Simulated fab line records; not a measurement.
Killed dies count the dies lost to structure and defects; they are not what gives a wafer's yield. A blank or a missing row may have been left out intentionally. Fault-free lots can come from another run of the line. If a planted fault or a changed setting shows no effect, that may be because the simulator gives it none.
Code-filled problem report in 8D (eight disciplines) form ; flow n5 finfet ; the parts of the form that need people (team, actions taken, sign-off) are left out

== 1. THE PROBLEM ==
Wafers without a fault read 836.8 W, standard deviation 2.8; rf fwd power W at N5_BEOL_M0_CUTY_ETCH_63 reads a mean of 1039.0 W on 6 wafers belonging to 2 lots. That is +72 standard deviations from the usual mean.
The step: etches SOC in N2/H2, target depth 82.7 nm, overetch 16.5 nm, time 124 s.
The first sign was on wafer L175.3 at day 10 20:08, on rie diel-06. Wafers with a number at this step in the record: 30, from 10 lots. The rule behind "out" and "out of limits": a value lying over 4 standard deviations away from the usual mean. Any other wafer with a number is counted as sound.

== 2. WHAT IT IS; WHAT IT IS NOT ==
question;is;is not
which readings at this step;rf fwd power W, rf vpp V;bias w, drypump motor current A, showerhead plenum p Torr, throttle valve pct
which lots;L175, L176;L156, L157, L159, L160, L161, L162, L165, L177
which wafers of those lots;all that have a number;-
read on which tools;rie diel-06;rie diel-01, rie diel-05
when;from day 10 20:08;"up to then (21 sound wafers); but 3 sound wafers of L177 came after"

== 3. THE SUSPECTS, EACH WITH WHAT RULES IT OUT ==
Counting: a tool at any process step up to the reading remains a suspect when it ran all the lots that are out and ran no sound lot after the first of those.
- rie diel-06 at N5_BEOL_M0_CUTY_ETCH_63 (etches SOC in N2/H2, target depth 82.7 nm, overetch 16.5 nm, time 124 s): kept. It ran every lot that is out, first L175 (day 10 20:08), and no sound lot after that; its last sound lot up to then is L162 (day 7 11:52). On those wafers its own readings are out: rf fwd power W, rf vpp V.
Remaining after the count: rie diel-06 at N5_BEOL_M0_CUTY_ETCH_63.

== 4. THE CAUSE (what the simulator had put in) ==
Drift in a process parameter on rie diel-06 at N5_BEOL_M0_CUTY_ETCH_63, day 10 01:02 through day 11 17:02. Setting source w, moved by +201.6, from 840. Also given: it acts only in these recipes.
This tool alone remained once counting was done.

== 5. THE EFFECT CHAIN, in route order ==
Each row: a reading whose mean over the struck wafers that have a number lies more than 3 standard deviations from the usual. Readings are gone through only where the record gives a usual standard deviation; hours: the median, over the lots, of the time from a lot's start at the first step in this table giving one to that lot's start at this step; sigmas: the change measured in usual standard deviations.
hours;step;reading;usual;on struck wafers;change;sigmas
0;N5_BEOL_M0_CUTY_ETCH_63;rf fwd power W;836.8 W;1039.0;+202.2;+72
0;N5_BEOL_M0_CUTY_ETCH_63;rf vpp V;523.2 V;485.9;-37.4;-16
Process steps it contains:
- N5_BEOL_M0_CUTY_ETCH_63: etches SOC in N2/H2, target depth 82.7 nm, overetch 16.5 nm, time 124 s.
At these later measuring or inspecting steps, every struck wafer for which the step has a row has a number for every such reading, and none has moved that far: N5_BEOL_M0_OCD_MEAS_108, N5_BEOL_M4_RC_MEAS_101.

== 6. WHAT WOULD HAVE CAUGHT IT SOONER ==
First out-of-limits reading in this record: day 10 20:08, which is 19 hours after fault onset at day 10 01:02.
